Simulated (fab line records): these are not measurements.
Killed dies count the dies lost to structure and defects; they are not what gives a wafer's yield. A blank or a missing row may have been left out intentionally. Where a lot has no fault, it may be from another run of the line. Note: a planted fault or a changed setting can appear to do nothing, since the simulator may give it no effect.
fab line records | flow n5Finfet | part 2 of 2: steps 19 to 29 of 29
[record] lots = 5 | wafers = 15 | lastDay = 17
route steps=1938 shown BEOL_M11@1562
lots with no fault: from the same line, run without faults
startH: start of the lot's first displayed wafer, in hours after the record's first day | waitH: how many hours have passed since the lot's step before this one | " same as the row above | L1.1+2: a row that stands for several wafers | - no value present, or no start provided | * or withheld: withheld | < > ~ a bound
route shown NAME@n: names a module that has steps shown in the file, with the first one's number in the route | usual: mean/standard deviation taken from wafers without a fault | same: alike in all rows | chamber/n: place in a boat | sites: the reading at each site | _std_site: the standard deviation of these | _edge_site: the outer-site mean with the inner-site mean subtracted | radiusMm: how far each site lies from the wafer's centre | mask NAME#n: copy n | behind: the tool/chamber that last shaped the wafer | hold: what put the lot on hold/how long, in hours/how the hold closed | device: transistor that didn't switch, given as n, p or np | end of line: at the end of the route, the tests of the same wafers | a step with no rows: only its recipe | killed: the dies lost at the first sort to structure and to defects; this is not the yield of the wafer | map: dies across one wafer; x = killed, . = not, _ = none there
set.NAME: the setting that was run; set.NAME@STEP: the one run at that earlier step | model.NAME: the simulator's own value behind a step, which no gauge read
a table for each step, a row for each wafer; lots at some steps of the route
services: when a tool's chamber went out of use (startH, in hours from the record's first day, below 0 if earlier), for how many hours, and the reason
[[steps]]
[step N5_BEOL_M11_STRIP_77]
[recipe] chemistry = N2/H2 | timeS = 10 | powerW = 450 | tempC = 40 | pressureMtorr = 20 | rfFrequencyHz = 6e+07 | biasPowerW = 7 | n2FlowSccm = 200 | h2FlowSccm = 200
[usual] drypumpMotorCurrentA = 5.5/0.5 | oesProductAu = 0.81/0.097 | rfVppV = 59.3/0.78 | showerheadPlenumPTorr = 2.55/0.084 | throttleValvePct = 23.5/0.31
lot.wafer | tool       | chamber | startH | waitH | drypumpMotorCurrentA | oesProductAu | rfHoursCounterH | rfVppV | showerheadPlenumPTorr | throttleValvePct
L074.2    | rieDiel-04 | 1       | -      | -     | 5.1                  | 0.99         | 5               | 57.1   | 2.61                  | 23.4
L074.4    | "          | 0       | "      | "     | 5.4                  | 0.91         | 27              | 58.1   | 2.48                  | 23.4
L074.5    | "          | 1       | "      | "     | 5.1                  | 0.98         | -               | 59.1   | 2.61                  | 23.4
L080.2    | rieDiel-02 | 2       | -      | -     | 5.1                  | 0.70         | 232             | 59.1   | 2.52                  | 23.7
L080.3    | "          | 3       | "      | "     | 5.0                  | 0.84         | 67              | 59.6   | 2.47                  | 23.9
L080.6    | "          | 2       | "      | "     | 5.1                  | 0.70         | -               | 59.0   | 2.52                  | 23.7
L087.2    | rieDiel-01 | 3       | -      | -     | 5.7                  | 0.67         | 231             | 59.1   | 2.60                  | 23.4
L087.3    | "          | 0       | "      | "     | 5.3                  | 0.78         | 115             | 59.3   | 2.66                  | 23.6
L087.4    | "          | 1       | "      | "     | 6.0                  | 0.90         | 37              | 59.1   | 2.46                  | 22.8
L095.3    | rieDiel-01 | 3       | -      | -     | 5.7                  | 0.67         | 244             | 59.5   | 2.59                  | 23.4
L095.4    | "          | 0       | "      | "     | 5.4                  | 0.77         | 127             | 59.9   | 2.66                  | 23.7
L095.5    | "          | 1       | "      | "     | 6.0                  | 0.87         | -               | 59.2   | 2.45                  | 22.8
L097.3    | rieDiel-02 | 1       | -      | -     | 5.6                  | 0.70         | 217             | 58.7   | 2.59                  | 23.5
L097.4    | "          | 0       | "      | "     | 6.5                  | 0.86         | 48              | 60.7   | 2.59                  | 23.3
L097.6    | "          | 3       | "      | "     | 5.0                  | 0.80         | -               | 57.9   | 2.46                  | 23.9
[step N5_BEOL_M11_OCD_MEAS_38]
[usual] trenchDepthNm = 149.5/3
lot.wafer | tool   | chamber | startH | waitH | trenchDepthNm
L074.2    | ocd-01 | -       | 215.53 | -     | 152.6
L074.4    | "      | -       | "      | "     | 151.7
L074.5    | "      | -       | "      | "     | 153.9
L080.2    | ocd-02 | -       | 258.10 | -     | 145.4
L080.3    | "      | -       | "      | "     | 149.3
L080.6    | "      | -       | "      | "     | 145.3
L087.2    | ocd-02 | -       | 303.93 | -     | 147.8
L087.3    | "      | -       | "      | "     | 150.2
L087.4    | "      | -       | "      | "     | 154.7
L095.3    | ocd-02 | -       | 342.79 | -     | 152.6
L095.4    | "      | -       | "      | "     | 152.6
L095.5    | "      | -       | "      | "     | 155.4
L097.3    | ocd-02 | -       | 366.88 | -     | 149.7
L097.4    | "      | -       | "      | "     | 150.1
L097.6    | "      | -       | "      | "     | 148.8
[step N5_BEOL_M11_HM_STRIP_39]
[recipe] chemistry = peroxideTinStrip | material = TiN | targetDepthA = 250 | tempC = 50 | timeS = 158
lot.wafer  | tool        | chamber | startH | waitH
L074.2+4+5 | wetBench-04 | 6,5,7   | 215.56 | 0.0
L080.2+3+6 | wetBench-04 | 5,6,2   | 258.14 | 0.0
L087.2+3+4 | wetBench-04 | 6,3,7   | 303.96 | 0.0
L095.3+4+5 | wetBench-03 | 3,4,1   | 342.82 | 0.0
L097.3+4+6 | wetBench-03 | 7,0,1   | 366.91 | 0.0
[step N5_BEOL_M11_SRD_40]
[recipe] timeS = 30 | tempC = 23 | rinseLiquid = diw | dry = ipaMarangoni
[usual] doSupplyPpb = 10.01/0.092
lot.wafer | tool        | chamber | startH | waitH | doSupplyPpb
L074.2    | wetBench-04 | 6       | 215.61 | 0.0   | 9.93
L074.4    | "           | 5       | "      | "     | 10.14
L074.5    | "           | 7       | "      | "     | 10.15
L080.2    | wetBench-04 | 5       | 258.18 | 0.0   | 10.06
L080.3    | "           | 6       | "      | "     | 10.10
L080.6    | "           | 2       | "      | "     | 10.07
L087.2    | wetBench-04 | 6       | 304.02 | 0.0   | 10.05
L087.3    | "           | 3       | "      | "     | 9.97
L087.4    | "           | 7       | "      | "     | 10.05
L095.3    | wetBench-03 | 3       | 342.86 | 0.0   | 10.00
L095.4    | "           | 4       | "      | "     | 10.04
L095.5    | "           | 1       | "      | "     | 10.15
L097.3    | wetBench-03 | 7       | 366.96 | 0.0   | 9.84
L097.4    | "           | 0       | "      | "     | 10.13
L097.6    | "           | 1       | "      | "     | 9.97
[step N5_BEOL_M11_PRECLEAN_42]
[recipe] chemistry = residueRemover | timeS = 60 | tempC = 40
lot.wafer  | tool        | chamber | startH | waitH
L074.2+4+5 | wetBench-04 | 6,5,7   | 215.63 | 0.0
L080.2+3+6 | wetBench-04 | 5,6,2   | 258.20 | 0.0
L087.2+3+4 | wetBench-04 | 6,3,7   | 304.03 | 0.0
L095.3+4+5 | wetBench-03 | 3,4,1   | 342.88 | 0.0
L097.3+4+6 | wetBench-03 | 7,0,1   | 366.97 | 0.0
[step N5_BEOL_M11_SRD_43]
[recipe] timeS = 30 | tempC = 23 | rinseLiquid = diw | dry = ipaMarangoni
[usual] doSupplyPpb = 9.99/0.099
lot.wafer | tool        | chamber | startH | waitH | doSupplyPpb
L074.2    | wetBench-04 | 6       | 215.64 | 0.0   | 10.09
L074.4    | "           | 5       | "      | "     | 10.04
L074.5    | "           | 7       | "      | "     | 9.84
L080.2    | wetBench-04 | 5       | 258.22 | 0.0   | 9.94
L080.3    | "           | 6       | "      | "     | 9.84
L080.6    | "           | 2       | "      | "     | 9.91
L087.2    | wetBench-04 | 6       | 304.05 | 0.0   | 9.99
L087.3    | "           | 3       | "      | "     | 9.97
L087.4    | "           | 7       | "      | "     | 9.97
L095.3    | wetBench-03 | 3       | 342.90 | 0.0   | 10.03
L095.4    | "           | 4       | "      | "     | 10.13
L095.5    | "           | 1       | "      | "     | 9.97
L097.3    | wetBench-03 | 7       | 366.99 | 0.0   | 9.94
L097.4    | "           | 0       | "      | "     | 10.03
L097.6    | "           | 1       | "      | "     | 10.03
[step N5_BEOL_M11_CD_MEAS_35]
[recipe] targetCdNm = 70 | polarity = opening
[usual] cdNm = 70.5/0.66
lot.wafer | tool     | chamber | startH | waitH | cdNm
L074.2    | cdSem-01 | -       | 215.68 | 0.0   | 70.1
L074.4    | "        | -       | "      | "     | 70.1
L074.5    | "        | -       | "      | "     | 70.5
L080.2    | cdSem-02 | -       | 258.26 | 0.0   | 69.8
L080.3    | "        | -       | "      | "     | 71.5
L080.6    | "        | -       | "      | "     | 70.5
L087.2    | cdSem-01 | -       | 304.09 | 0.0   | 70.7
L087.3    | "        | -       | "      | "     | 69.7
L087.4    | "        | -       | "      | "     | 69.9
L095.3    | cdSem-03 | -       | 342.94 | 0.0   | 71.3
L095.4    | "        | -       | "      | "     | 70.7
L095.5    | "        | -       | "      | "     | 71.1
L097.3    | cdSem-02 | -       | 367.03 | 0.0   | 70.8
L097.4    | "        | -       | "      | "     | 71.3
L097.6    | "        | -       | "      | "     | 71.8
[step N5_BEOL_M11_CURE_72]
[recipe] tempC = 370 | timeS = 120 | ambient = DMADMS/He | material = SiCOH_lowk
[usual] lampPowerPct = 52.31/0.054 | wafer_temp_C_max = 371.7/0.66
lot.wafer | tool      | chamber | startH | waitH | lampPowerPct | wafer_temp_C_max
L074.2    | uvCure-02 | 0       | 215.77 | 0.1   | 52.35        | 372.0
L074.4    | "         | 0       | "      | "     | 52.28        | 372.1
L074.5    | "         | 0       | "      | "     | 52.26        | 371.9
L080.2    | uvCure-03 | 2       | 258.35 | 0.1   | 52.40        | 371.4
L080.3    | "         | 2       | "      | "     | 52.22        | 371.1
L080.6    | "         | 2       | "      | "     | 52.34        | 371.9
L087.2    | uvCure-03 | 0       | 304.39 | 0.3   | 52.26        | 371.2
L087.3    | "         | 0       | "      | "     | 52.31        | 371.4
L087.4    | "         | 0       | "      | "     | 52.32        | 370.8
L095.3    | uvCure-01 | 0       | 343.08 | 0.1   | 52.28        | 371.4
L095.4    | "         | 0       | "      | "     | 52.29        | 371.2
L095.5    | "         | 0       | "      | "     | 52.31        | 371.9
L097.3    | uvCure-03 | 0       | 367.17 | 0.1   | 52.42        | 371.1
L097.4    | "         | 0       | "      | "     | 52.13        | 371.5
L097.6    | "         | 0       | "      | "     | 52.33        | 371.2
[step N5_BEOL_M11_DEGAS_44]
[recipe] ambient = vacuum | tempC = 250 | timeS = 60
[usual] heaterPowerW = 375/48 | susceptorTempC = 250.00/0.19
lot.wafer | tool          | chamber | startH | waitH | heaterPowerW | susceptorTempC
L074.2    | pvdSputter-02 | -       | 216.13 | 0.3   | 310          | 250.00
L074.4    | "             | -       | "      | "     | 372          | 249.87
L074.5    | "             | -       | "      | "     | 359          | 249.90
L080.2    | pvdSputter-03 | -       | 258.63 | 0.2   | 394          | 249.89
L080.3    | "             | -       | "      | "     | 378          | 250.04
L080.6    | "             | -       | "      | "     | 311          | 250.02
L087.2    | pvdSputter-02 | -       | 306.15 | 1.7   | 360          | 249.86
L087.3    | "             | -       | "      | "     | 308          | 249.52
L087.4    | "             | -       | "      | "     | 455          | 249.81
L095.3    | pvdSputter-02 | -       | 344.28 | 1.2   | 354          | 249.87
L095.4    | "             | -       | "      | "     | 311          | 250.21
L095.5    | "             | -       | "      | "     | 311          | 249.79
L097.3    | pvdSputter-03 | -       | 367.47 | 0.2   | 313          | 250.30
L097.4    | "             | -       | "      | "     | 277          | 249.67
L097.6    | "             | -       | "      | "     | 391          | 249.83
[step N5_BEOL_M11_PRE_CLEAN_45]
[recipe] gas = H2/He | timeS = 30 | tempC = 250
[usual] heaterPowerW = 375/48 | susceptorTempC = 249.99/0.18
lot.wafer | tool          | chamber | startH | waitH | heaterPowerW | susceptorTempC
L074.2    | pvdSputter-02 | -       | 216.17 | 0.0   | 308          | 250.02
L074.4    | "             | -       | "      | "     | 367          | 249.59
L074.5    | "             | -       | "      | "     | 373          | 249.92
L080.2    | pvdSputter-03 | -       | 258.67 | 0.0   | 392          | 250.18
L080.3    | "             | -       | "      | "     | 377          | 249.99
L080.6    | "             | -       | "      | "     | 308          | 249.88
L087.2    | pvdSputter-02 | -       | 306.20 | 0.0   | 364          | 249.60
L087.3    | "             | -       | "      | "     | 325          | 250.23
L087.4    | "             | -       | "      | "     | 459          | 250.34
L095.3    | pvdSputter-02 | -       | 344.32 | 0.0   | 360          | 250.21
L095.4    | "             | -       | "      | "     | 304          | 249.91
L095.5    | "             | -       | "      | "     | 310          | 249.77
L097.3    | pvdSputter-03 | -       | 367.51 | 0.0   | 317          | 250.07
L097.4    | "             | -       | "      | "     | 275          | 250.00
L097.6    | "             | -       | "      | "     | 389          | 250.00
[step N5_BEOL_M11_ALD_74]
[recipe] material = TaN | targetThkA = 20 | tempC = 275 | aldPrecursorFamily = PDMAT | aldCoReactant = NH3 | pressureTorr = 3 | carrierFlowSccm = 1500 | pulseTimeS = 2 | purgeTimeS = 3 | coReactantPurgeTimeS = 2 | coReactantPulseTimeS = 3 | aldCycles = 40 | precursorVesselTempC = 75 | precursorVesselPressureTorr = 26.25 | precursorVesselCarrierSccm = 1000
[usual] chamberPressureTorr = 3.000/0.0076 | heaterPowerW = 405/32 | susceptorTempC = 274.96/0.19
lot.wafer | tool        | chamber | startH | waitH | chamberPressureTorr | heaterPowerW | susceptorTempC
L074.2    | aldMetal-02 | 2       | 216.23 | 0.0   | 3.014               | 393          | 275.07
L074.4    | "           | 0       | "      | "     | 2.989               | 405          | 275.09
L074.5    | "           | 3       | "      | "     | 3.005               | 351          | 274.93
L080.2    | aldMetal-03 | 3       | 258.74 | 0.1   | 2.996               | 402          | 275.31
L080.3    | "           | 0       | "      | "     | 3.006               | 453          | 274.86
L080.6    | "           | 0       | "      | "     | 2.995               | 446          | 274.94
L087.2    | aldMetal-03 | 3       | 306.26 | 0.0   | 3.014               | 417          | 275.12
L087.3    | "           | 1       | "      | "     | 2.993               | 432          | 274.94
L087.4    | "           | 2       | "      | "     | 2.997               | 474          | 274.91
L095.3    | aldMetal-02 | 1       | 344.40 | 0.1   | 2.991               | 412          | 275.01
L095.4    | "           | 1       | "      | "     | 3.009               | 409          | 275.04
L095.5    | "           | 0       | "      | "     | 3.000               | 409          | 275.20
L097.3    | aldMetal-02 | 2       | 367.57 | 0.0   | 3.003               | 397          | 275.07
L097.4    | "           | 0       | "      | "     | 2.999               | 400          | 274.95
L097.6    | "           | 3       | "      | "     | 3.004               | 356          | 275.23
[[services]]
tool           | chamber | startH | hours | kind
uvCure-03      | -       | 209.53 | 7.5   | pm
uvCure-02      | -       | 211.26 | 0.3   | repair
arfiScanner-01 | -       | 218.47 | 1.3   | pm
aldMetal-03    | 3       | 219.06 | 25.0  | repair
rieDiel-02     | 0       | 227.10 | 2.8   | repair
arfiScanner-02 | -       | 232.07 | 25.4  | repair
uvCure-03      | -       | 233.15 | 0.6   | repair
uvCure-01      | -       | 236.00 | 1.0   | pm
arfiScanner-01 | -       | 237.10 | 3.1   | pm
uvCure-01      | -       | 249.12 | 2.1   | pm
arfiScanner-01 | -       | 262.00 | 1.0   | pm
rieDiel-02     | 1       | 264.14 | 12.0  | repair
uvCure-03      | -       | 267.64 | 2.1   | pm
aldMetal-02    | 3       | 271.11 | 12.5  | repair
aldMetal-03    | 3       | 274.16 | 3.4   | repair
aldMetal-02    | 2       | 307.98 | 22.7  | repair
wetBench-03    | -       | 323.47 | 0.5   | repair
pvdSputter-02  | -       | 330.33 | 4.9   | repair
arfiScanner-01 | -       | 332.94 | 0.8   | pm
arfiScanner-01 | -       | 335.97 | 4.9   | pm
aldMetal-02    | 2       | 336.89 | 12.0  | repair
aldMetal-03    | -       | 337.46 | 14.0  | pm
arfiScanner-01 | -       | 343.61 | 2.5   | repair
arfiScanner-01 | -       | 359.63 | 3.3   | repair
